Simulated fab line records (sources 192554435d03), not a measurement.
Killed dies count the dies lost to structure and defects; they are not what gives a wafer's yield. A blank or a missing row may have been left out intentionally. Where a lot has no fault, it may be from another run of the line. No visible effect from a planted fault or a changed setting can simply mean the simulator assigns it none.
The tool behind it: which one? || flow n5 finfet || 72 wafers from 24 lots sampled at 4 of the route's 1938 steps

## WHAT THE GAUGES READ, wafer by wafer
N5_BEOL_M7_OVL_MEAS_12.
{"lot": "L074", "measured": "day 8 10:18", "on": "overlay-02", "M7_OVL (nm)": "-0.8 0.4 -0.9"}
{"lot": "L075", "measured": "day 9 03:28", "on": "overlay-02", "M7_OVL (nm)": "0.6 0.2 -0.3"}
{"lot": "L076", "measured": "day 9 11:38", "on": "overlay-02", "M7_OVL (nm)": "0.6 -1.0 1.0"}
{"lot": "L077", "measured": "day 9 11:59", "on": "overlay-02", "M7_OVL (nm)": "-0.4 -0.9 -0.1"}
{"lot": "L078", "measured": "day 10 05:47", "on": "overlay-02", "M7_OVL (nm)": "-0.1 -0.6 -0.3"}
{"lot": "L080", "measured": "day 10 06:01", "on": "overlay-01", "M7_OVL (nm)": "-2.2 -1.3 -0.5"}
{"lot": "L079", "measured": "day 10 06:14", "on": "overlay-01", "M7_OVL (nm)": "-1.2 0.1 1.1"}
{"lot": "L081", "measured": "day 10 09:10", "on": "overlay-01", "M7_OVL (nm)": "0.0 1.0 0.4"}
{"lot": "L082", "measured": "day 11 06:28", "on": "overlay-01", "M7_OVL (nm)": "0.7 -0.4 1.1"}
{"lot": "L083", "measured": "day 11 09:14", "on": "overlay-02", "M7_OVL (nm)": "0.5 0.2 -1.0"}
{"lot": "L084", "measured": "day 11 12:36", "on": "overlay-02", "M7_OVL (nm)": "0.7 0.3 0.2"}
{"lot": "L085", "measured": "day 11 14:38", "on": "overlay-02", "M7_OVL (nm)": "0.0 -1.1 0.1"}
{"lot": "L086", "measured": "day 11 17:35", "on": "overlay-01", "M7_OVL (nm)": "1.6 1.1 0.4"}
{"lot": "L087", "measured": "day 11 17:37", "on": "overlay-02", "M7_OVL (nm)": "-0.9 -0.8 -0.5"}
{"lot": "L088", "measured": "day 12 12:55", "on": "overlay-02", "M7_OVL (nm)": "2.1 1.5 2.2"}
{"lot": "L089", "measured": "day 12 15:56", "on": "overlay-02", "M7_OVL (nm)": "0.5 0.8 -0.5"}
{"lot": "L090", "measured": "day 12 22:44", "on": "overlay-02", "M7_OVL (nm)": "-1.5 -0.5 -0.5"}
{"lot": "L091", "measured": "day 13 10:59", "on": "overlay-02", "M7_OVL (nm)": "-1.1 -1.3 -2.1"}
{"lot": "L092", "measured": "day 13 21:32", "on": "overlay-02", "M7_OVL (nm)": "0.6 0.1 0.6"}
{"lot": "L095", "measured": "day 14 07:05", "on": "overlay-01", "M7_OVL (nm)": "0.9 1.7 0.7"}
{"lot": "L093", "measured": "day 14 11:04", "on": "overlay-02", "M7_OVL (nm)": "0.6 -0.8 -0.3"}
{"lot": "L097", "measured": "day 14 11:30", "on": "overlay-01", "M7_OVL (nm)": "-0.1 0.7 1.6"}
{"lot": "L094", "measured": "day 14 15:49", "on": "overlay-01", "M7_OVL (nm)": "1.0 1.0 1.8"}
{"lot": "L096", "measured": "day 15 00:26", "on": "overlay-02", "M7_OVL (nm)": "-0.5 0.2 -0.4"}

N5_BEOL_M7_INSPECT_30: inspects for defects (brightfield).
{"lot": "L074", "measured": "day 8 13:18", "on": "defect inspect-02", "raw defect count": "404 334 383"}
{"lot": "L075", "measured": "day 9 05:01", "on": "defect inspect-02", "raw defect count": "425 478 497"}
{"lot": "L076", "measured": "day 9 14:13", "on": "defect inspect-02", "raw defect count": "562 384 419"}
{"lot": "L077", "measured": "day 9 14:23", "on": "defect inspect-02", "raw defect count": "432 582 410"}
{"lot": "L078", "measured": "day 10 07:59", "on": "defect inspect-01", "raw defect count": "478 510 387"}
{"lot": "L080", "measured": "day 10 08:09", "on": "defect inspect-02", "raw defect count": "373 255 494"}
{"lot": "L079", "measured": "day 10 09:00", "on": "defect inspect-02", "raw defect count": "301 420 541"}
{"lot": "L081", "measured": "day 10 10:58", "on": "defect inspect-01", "raw defect count": "365 748 591"}
{"lot": "L082", "measured": "day 11 07:45", "on": "defect inspect-02", "raw defect count": "425 349 303"}
{"lot": "L083", "measured": "day 11 11:23", "on": "defect inspect-01", "raw defect count": "570 695 441"}
{"lot": "L084", "measured": "day 11 13:32", "on": "defect inspect-01", "raw defect count": "469 522 452"}
{"lot": "L085", "measured": "day 11 16:05", "on": "defect inspect-02", "raw defect count": "399 440 463"}
{"lot": "L086", "measured": "day 11 19:29", "on": "defect inspect-02", "raw defect count": "286 382 364"}
{"lot": "L087", "measured": "day 11 19:10", "on": "defect inspect-01", "raw defect count": "347 502 497"}
{"lot": "L088", "measured": "day 12 14:31", "on": "defect inspect-02", "raw defect count": "528 499 639"}
{"lot": "L089", "measured": "day 12 17:53", "on": "defect inspect-01", "raw defect count": "308 451 593"}
{"lot": "L090", "measured": "day 13 01:20", "on": "defect inspect-02", "raw defect count": "359 414 379"}
{"lot": "L091", "measured": "day 13 13:09", "on": "defect inspect-02", "raw defect count": "397 396 312"}
{"lot": "L092", "measured": "day 14 01:01", "on": "defect inspect-01", "raw defect count": "599 577 353"}
{"lot": "L095", "measured": "day 14 10:40", "on": "defect inspect-01", "raw defect count": "487 540 570"}
{"lot": "L093", "measured": "day 14 12:26", "on": "defect inspect-01", "raw defect count": "453 605 561"}
{"lot": "L097", "measured": "day 14 12:55", "on": "defect inspect-01", "raw defect count": "440 373 554"}
{"lot": "L094", "measured": "day 14 18:10", "on": "defect inspect-01", "raw defect count": "479 554 507"}
{"lot": "L096", "measured": "day 15 02:55", "on": "defect inspect-02", "raw defect count": "486 370 477"}

## WHICH TOOL RAN EACH LOT (tool, then ch and the chambers of the sampled wafers, then the start)
{"lot": "L074", "N5_BEOL_M6_ALD_77": "ald metal-02 ch 1,2,3, day 8 06:46", "N5_BEOL_M7_DESCUM_16": "rie diel-06 ch 0,1, day 8 10:37"}
{"lot": "L075", "N5_BEOL_M6_ALD_77": "ald metal-02 ch 0,1,3, day 8 21:31", "N5_BEOL_M7_DESCUM_16": "rie diel-06 ch 0,2,3, day 9 03:49"}
{"lot": "L076", "N5_BEOL_M6_ALD_77": "ald metal-02 ch 1,2, day 9 07:43", "N5_BEOL_M7_DESCUM_16": "rie diel-02 ch 0,1, day 9 11:57"}
{"lot": "L077", "N5_BEOL_M6_ALD_77": "ald metal-03 ch 0,1,2, day 9 08:18", "N5_BEOL_M7_DESCUM_16": "rie diel-06 ch 0,1, day 9 12:14"}
{"lot": "L078", "N5_BEOL_M6_ALD_77": "ald metal-02 ch 0,2, day 10 01:59", "N5_BEOL_M7_DESCUM_16": "rie diel-01 ch 0,2, day 10 06:08"}
{"lot": "L080", "N5_BEOL_M6_ALD_77": "ald metal-03 ch 0,1,3, day 10 02:31", "N5_BEOL_M7_DESCUM_16": "rie diel-01 ch 2,3, day 10 06:27"}
{"lot": "L079", "N5_BEOL_M6_ALD_77": "ald metal-01 ch 0,2,3, day 10 02:37", "N5_BEOL_M7_DESCUM_16": "rie diel-01 ch 0,1,3, day 10 07:20"}
{"lot": "L081", "N5_BEOL_M6_ALD_77": "ald metal-02 ch 0,1,2, day 10 05:40", "N5_BEOL_M7_DESCUM_16": "rie diel-01 ch 1,2,3, day 10 10:01"}
{"lot": "L082", "N5_BEOL_M6_ALD_77": "ald metal-01 ch 0,1,2, day 11 02:28", "N5_BEOL_M7_DESCUM_16": "rie diel-06 ch 0,1,3, day 11 06:31"}
{"lot": "L083", "N5_BEOL_M6_ALD_77": "ald metal-03 ch 0,1,3, day 11 05:01", "N5_BEOL_M7_DESCUM_16": "rie diel-02 ch 1,3, day 11 09:21"}
{"lot": "L084", "N5_BEOL_M6_ALD_77": "ald metal-01 ch 1,2, day 11 08:55", "N5_BEOL_M7_DESCUM_16": "rie diel-02 ch 0,1, day 11 12:40"}
{"lot": "L085", "N5_BEOL_M6_ALD_77": "ald metal-01 ch 0,1, day 11 09:27", "N5_BEOL_M7_DESCUM_16": "rie diel-01 ch 0,1,3, day 11 14:42"}
{"lot": "L086", "N5_BEOL_M6_ALD_77": "ald metal-03 ch 1,2,3, day 11 12:59", "N5_BEOL_M7_DESCUM_16": "rie diel-02 ch 0,3, day 11 17:38"}
{"lot": "L087", "N5_BEOL_M6_ALD_77": "ald metal-02 ch 1,2,3, day 11 13:16", "N5_BEOL_M7_DESCUM_16": "rie diel-06 ch 0,2,3, day 11 17:44"}
{"lot": "L088", "N5_BEOL_M6_ALD_77": "ald metal-03 ch 1,2, day 12 08:23", "N5_BEOL_M7_DESCUM_16": "rie diel-01 ch 1,2, day 12 13:11"}
{"lot": "L089", "N5_BEOL_M6_ALD_77": "ald metal-01 ch 2,3, day 12 12:41", "N5_BEOL_M7_DESCUM_16": "rie diel-02 ch 0,2, day 12 16:13"}
{"lot": "L090", "N5_BEOL_M6_ALD_77": "ald metal-02 ch 0,1,2, day 12 18:00", "N5_BEOL_M7_DESCUM_16": "rie diel-01 ch 1,2,3, day 12 22:56"}
{"lot": "L091", "N5_BEOL_M6_ALD_77": "ald metal-01 ch 0,2,3, day 13 06:09", "N5_BEOL_M7_DESCUM_16": "rie diel-02 ch 1,2,3, day 13 11:04"}
{"lot": "L092", "N5_BEOL_M6_ALD_77": "ald metal-01 ch 0,1,2, day 13 18:10", "N5_BEOL_M7_DESCUM_16": "rie diel-01 ch 0,1,3, day 13 21:35"}
{"lot": "L095", "N5_BEOL_M6_ALD_77": "ald metal-03 ch 1,3, day 14 02:14", "N5_BEOL_M7_DESCUM_16": "rie diel-02 ch 1,2,3, day 14 07:09"}
{"lot": "L093", "N5_BEOL_M6_ALD_77": "ald metal-01 ch 1,2,3, day 14 04:20", "N5_BEOL_M7_DESCUM_16": "rie diel-01 ch 0,1,2, day 14 11:14"}
{"lot": "L097", "N5_BEOL_M6_ALD_77": "ald metal-01 ch 0,1, day 14 04:52", "N5_BEOL_M7_DESCUM_16": "rie diel-06 ch 0,3, day 14 11:53"}
{"lot": "L094", "N5_BEOL_M6_ALD_77": "ald metal-02 ch 2,3, day 14 11:36", "N5_BEOL_M7_DESCUM_16": "rie diel-01 ch 1,2,3, day 14 16:19"}
{"lot": "L096", "N5_BEOL_M6_ALD_77": "ald metal-02 ch 0,1, day 14 19:12", "N5_BEOL_M7_DESCUM_16": "rie diel-06 ch 0,3, day 15 00:29"}
- N5_BEOL_M6_ALD_77: deposits TaN, target thk 2 nm, pulse time 2 s, purge time 3 s.
- N5_BEOL_M7_DESCUM_16: chemistry O2, time 7.9 s.

## AS READ BY THE TOOLS THEMSELVES (means over the sampled wafers that have a number; for cases with no such wafer, the mark the record gives instead)
N5_BEOL_M6_ALD_77.
{"lot": "L074", "tool": "ald metal-02", "chamber pressure Torr (Torr)": 2.996, "heater power w (W)": 418}
{"lot": "L075", "tool": "ald metal-02", "chamber pressure Torr (Torr)": 2.993, "heater power w (W)": 430}
{"lot": "L076", "tool": "ald metal-02", "chamber pressure Torr (Torr)": 2.995, "heater power w (W)": 404}
{"lot": "L077", "tool": "ald metal-03", "chamber pressure Torr (Torr)": 3.004, "heater power w (W)": 420}
{"lot": "L078", "tool": "ald metal-02", "chamber pressure Torr (Torr)": 3.003, "heater power w (W)": 428}
{"lot": "L080", "tool": "ald metal-03", "chamber pressure Torr (Torr)": 2.998, "heater power w (W)": 421}
{"lot": "L079", "tool": "ald metal-01", "chamber pressure Torr (Torr)": 3.003, "heater power w (W)": 420}
{"lot": "L081", "tool": "ald metal-02", "chamber pressure Torr (Torr)": 2.995, "heater power w (W)": 433}
{"lot": "L082", "tool": "ald metal-01", "chamber pressure Torr (Torr)": 3.000, "heater power w (W)": 424}
{"lot": "L083", "tool": "ald metal-03", "chamber pressure Torr (Torr)": 3.002, "heater power w (W)": 412}
{"lot": "L084", "tool": "ald metal-01", "chamber pressure Torr (Torr)": 3.007, "heater power w (W)": 411}
{"lot": "L085", "tool": "ald metal-01", "chamber pressure Torr (Torr)": 2.993, "heater power w (W)": 422}
{"lot": "L086", "tool": "ald metal-03", "chamber pressure Torr (Torr)": 2.996, "heater power w (W)": 414}
{"lot": "L087", "tool": "ald metal-02", "chamber pressure Torr (Torr)": 2.997, "heater power w (W)": 417}
{"lot": "L088", "tool": "ald metal-03", "chamber pressure Torr (Torr)": 3.003, "heater power w (W)": 420}
{"lot": "L089", "tool": "ald metal-01", "chamber pressure Torr (Torr)": 2.994, "heater power w (W)": 412}
{"lot": "L090", "tool": "ald metal-02", "chamber pressure Torr (Torr)": 2.997, "heater power w (W)": 433}
{"lot": "L091", "tool": "ald metal-01", "chamber pressure Torr (Torr)": 2.997, "heater power w (W)": 420}
{"lot": "L092", "tool": "ald metal-01", "chamber pressure Torr (Torr)": 3.000, "heater power w (W)": 427}
{"lot": "L095", "tool": "ald metal-03", "chamber pressure Torr (Torr)": 3.003, "heater power w (W)": 430}
{"lot": "L093", "tool": "ald metal-01", "chamber pressure Torr (Torr)": 2.994, "heater power w (W)": 410}
{"lot": "L097", "tool": "ald metal-01", "chamber pressure Torr (Torr)": 3.007, "heater power w (W)": 426}
{"lot": "L094", "tool": "ald metal-02", "chamber pressure Torr (Torr)": 2.999, "heater power w (W)": 405}
{"lot": "L096", "tool": "ald metal-02", "chamber pressure Torr (Torr)": 3.001, "heater power w (W)": 438}

N5_BEOL_M7_DESCUM_16.
{"lot": "L074", "tool": "rie diel-06", "chamber pressure mTorr (mTorr)": 19.986, "drypump motor current A (A)": 6.3, "oes product au (a.u.)": 0.91, "rf fwd power W (W)": 49.28, "rf vpp V (V)": 244.3, "showerhead plenum p Torr (Torr)": 2.16, "throttle valve pct (%)": 20.32}
{"lot": "L075", "tool": "rie diel-06", "chamber pressure mTorr (mTorr)": 19.993, "drypump motor current A (A)": 5.8, "oes product au (a.u.)": 0.82, "rf fwd power W (W)": 49.33, "rf vpp V (V)": 242.5, "showerhead plenum p Torr (Torr)": 2.06, "throttle valve pct (%)": 20.19}
{"lot": "L076", "tool": "rie diel-02", "chamber pressure mTorr (mTorr)": 20.017, "drypump motor current A (A)": 6.0, "oes product au (a.u.)": 0.87, "rf fwd power W (W)": 49.43, "rf vpp V (V)": 242.0, "showerhead plenum p Torr (Torr)": 2.05, "throttle valve pct (%)": 20.34}
{"lot": "L077", "tool": "rie diel-06", "chamber pressure mTorr (mTorr)": 19.992, "drypump motor current A (A)": 6.3, "oes product au (a.u.)": 0.88, "rf fwd power W (W)": 49.33, "rf vpp V (V)": 245.5, "showerhead plenum p Torr (Torr)": 2.16, "throttle valve pct (%)": 20.33}
{"lot": "L078", "tool": "rie diel-01", "chamber pressure mTorr (mTorr)": 19.990, "drypump motor current A (A)": 5.4, "oes product au (a.u.)": 0.76, "rf fwd power W (W)": 49.20, "rf vpp V (V)": 243.4, "showerhead plenum p Torr (Torr)": 2.13, "throttle valve pct (%)": 20.48}
{"lot": "L080", "tool": "rie diel-01", "chamber pressure mTorr (mTorr)": 19.969, "drypump motor current A (A)": 4.8, "oes product au (a.u.)": 0.80, "rf fwd power W (W)": 49.42, "rf vpp V (V)": 242.6, "showerhead plenum p Torr (Torr)": 2.04, "throttle valve pct (%)": 20.27}
{"lot": "L079", "tool": "rie diel-01", "chamber pressure mTorr (mTorr)": 20.004, "drypump motor current A (A)": 5.4, "oes product au (a.u.)": 0.77, "rf fwd power W (W)": 49.30, "rf vpp V (V)": 242.2, "showerhead plenum p Torr (Torr)": 2.07, "throttle valve pct (%)": 20.35}
{"lot": "L081", "tool": "rie diel-01", "chamber pressure mTorr (mTorr)": 20.002, "drypump motor current A (A)": 5.1, "oes product au (a.u.)": 0.78, "rf fwd power W (W)": 49.49, "rf vpp V (V)": 242.2, "showerhead plenum p Torr (Torr)": 2.02, "throttle valve pct (%)": 20.23}
{"lot": "L082", "tool": "rie diel-06", "chamber pressure mTorr (mTorr)": 19.998, "drypump motor current A (A)": 6.1, "oes product au (a.u.)": 0.86, "rf fwd power W (W)": 49.33, "rf vpp V (V)": 241.6, "showerhead plenum p Torr (Torr)": 2.10, "throttle valve pct (%)": 20.29}
{"lot": "L083", "tool": "rie diel-02", "chamber pressure mTorr (mTorr)": 20.023, "drypump motor current A (A)": 5.7, "oes product au (a.u.)": 0.77, "rf fwd power W (W)": 49.59, "rf vpp V (V)": 244.0, "showerhead plenum p Torr (Torr)": 2.12, "throttle valve pct (%)": 20.40}
{"lot": "L084", "tool": "rie diel-02", "chamber pressure mTorr (mTorr)": 20.002, "drypump motor current A (A)": 6.0, "oes product au (a.u.)": 0.77, "rf fwd power W (W)": 49.13, "rf vpp V (V)": 242.6, "showerhead plenum p Torr (Torr)": 2.05, "throttle valve pct (%)": 20.44}
{"lot": "L085", "tool": "rie diel-01", "chamber pressure mTorr (mTorr)": 19.996, "drypump motor current A (A)": 5.4, "oes product au (a.u.)": 0.76, "rf fwd power W (W)": 49.29, "rf vpp V (V)": 242.0, "showerhead plenum p Torr (Torr)": 2.06, "throttle valve pct (%)": 20.34}
{"lot": "L086", "tool": "rie diel-02", "chamber pressure mTorr (mTorr)": 19.988, "drypump motor current A (A)": 5.7, "oes product au (a.u.)": 0.69, "rf fwd power W (W)": 49.35, "rf vpp V (V)": 244.2, "showerhead plenum p Torr (Torr)": 2.12, "throttle valve pct (%)": 20.49}
{"lot": "L087", "tool": "rie diel-06", "chamber pressure mTorr (mTorr)": 20.025, "drypump motor current A (A)": 5.8, "oes product au (a.u.)": 0.80, "rf fwd power W (W)": 49.54, "rf vpp V (V)": 243.3, "showerhead plenum p Torr (Torr)": 2.05, "throttle valve pct (%)": 20.23}
{"lot": "L088", "tool": "rie diel-01", "chamber pressure mTorr (mTorr)": 19.998, "drypump motor current A (A)": 5.2, "oes product au (a.u.)": 0.77, "rf fwd power W (W)": 49.37, "rf vpp V (V)": 241.1, "showerhead plenum p Torr (Torr)": 2.02, "throttle valve pct (%)": 20.26}
{"lot": "L089", "tool": "rie diel-02", "chamber pressure mTorr (mTorr)": 20.004, "drypump motor current A (A)": 5.9, "oes product au (a.u.)": 0.76, "rf fwd power W (W)": 49.31, "rf vpp V (V)": 242.3, "showerhead plenum p Torr (Torr)": 2.06, "throttle valve pct (%)": 20.51}
{"lot": "L090", "tool": "rie diel-01", "chamber pressure mTorr (mTorr)": 20.001, "drypump motor current A (A)": 5.1, "oes product au (a.u.)": 0.76, "rf fwd power W (W)": 49.49, "rf vpp V (V)": 242.0, "showerhead plenum p Torr (Torr)": 2.02, "throttle valve pct (%)": 20.26}
{"lot": "L091", "tool": "rie diel-02", "chamber pressure mTorr (mTorr)": 19.994, "drypump motor current A (A)": 5.9, "oes product au (a.u.)": 0.81, "rf fwd power W (W)": 49.48, "rf vpp V (V)": 243.7, "showerhead plenum p Torr (Torr)": 2.08, "throttle valve pct (%)": 20.43}
{"lot": "L092", "tool": "rie diel-01", "chamber pressure mTorr (mTorr)": 20.000, "drypump motor current A (A)": 5.4, "oes product au (a.u.)": 0.73, "rf fwd power W (W)": 49.29, "rf vpp V (V)": 243.0, "showerhead plenum p Torr (Torr)": 2.06, "throttle valve pct (%)": 20.37}
{"lot": "L095", "tool": "rie diel-02", "chamber pressure mTorr (mTorr)": 20.005, "drypump motor current A (A)": 5.9, "oes product au (a.u.)": 0.81, "rf fwd power W (W)": 49.50, "rf vpp V (V)": 242.7, "showerhead plenum p Torr (Torr)": 2.08, "throttle valve pct (%)": 20.44}
{"lot": "L093", "tool": "rie diel-01", "chamber pressure mTorr (mTorr)": 19.995, "drypump motor current A (A)": 5.5, "oes product au (a.u.)": 0.73, "rf fwd power W (W)": 49.43, "rf vpp V (V)": 241.9, "showerhead plenum p Torr (Torr)": 2.06, "throttle valve pct (%)": 20.38}
{"lot": "L097", "tool": "rie diel-06", "chamber pressure mTorr (mTorr)": 20.005, "drypump motor current A (A)": 5.8, "oes product au (a.u.)": 0.85, "rf fwd power W (W)": 49.26, "rf vpp V (V)": 242.6, "showerhead plenum p Torr (Torr)": 2.04, "throttle valve pct (%)": 20.26}
{"lot": "L094", "tool": "rie diel-01", "chamber pressure mTorr (mTorr)": 19.991, "drypump motor current A (A)": 5.2, "oes product au (a.u.)": 0.75, "rf fwd power W (W)": 49.34, "rf vpp V (V)": 242.2, "showerhead plenum p Torr (Torr)": 2.01, "throttle valve pct (%)": 20.28}
{"lot": "L096", "tool": "rie diel-06", "chamber pressure mTorr (mTorr)": 19.992, "drypump motor current A (A)": 5.9, "oes product au (a.u.)": 0.81, "rf fwd power W (W)": 49.29, "rf vpp V (V)": 242.1, "showerhead plenum p Torr (Torr)": 2.04, "throttle valve pct (%)": 20.26}

## THE ANSWER, worked out from the rows above alone
Rule: usual is defined by the lots themselves. Put in order of their means at a reading, lots are off if they are a third of the lots or fewer, leave a main group of 4 or more, and stand apart from it by a gap of 3 or more times the standard deviation of the main group's means; of several such gaps the widest counts. Not used: any main group whose means are identical at the precision the tables above print for the reading. A lot without any number at a reading at which 4 lots or more have one is off too. All remaining lots with rows at the step are treated as sound. After the gauges, taken in route order, come the tools' own readings; for these a lot's mean is taken, as printed above. The first step at which some lot is off is used, and at that step the reading that is off furthest; a lot without a number counts as furthest.
Across all readings shown, no lot is off: no conclusion can be drawn from this.

## WHAT THE SIMULATOR HAD INSERTED
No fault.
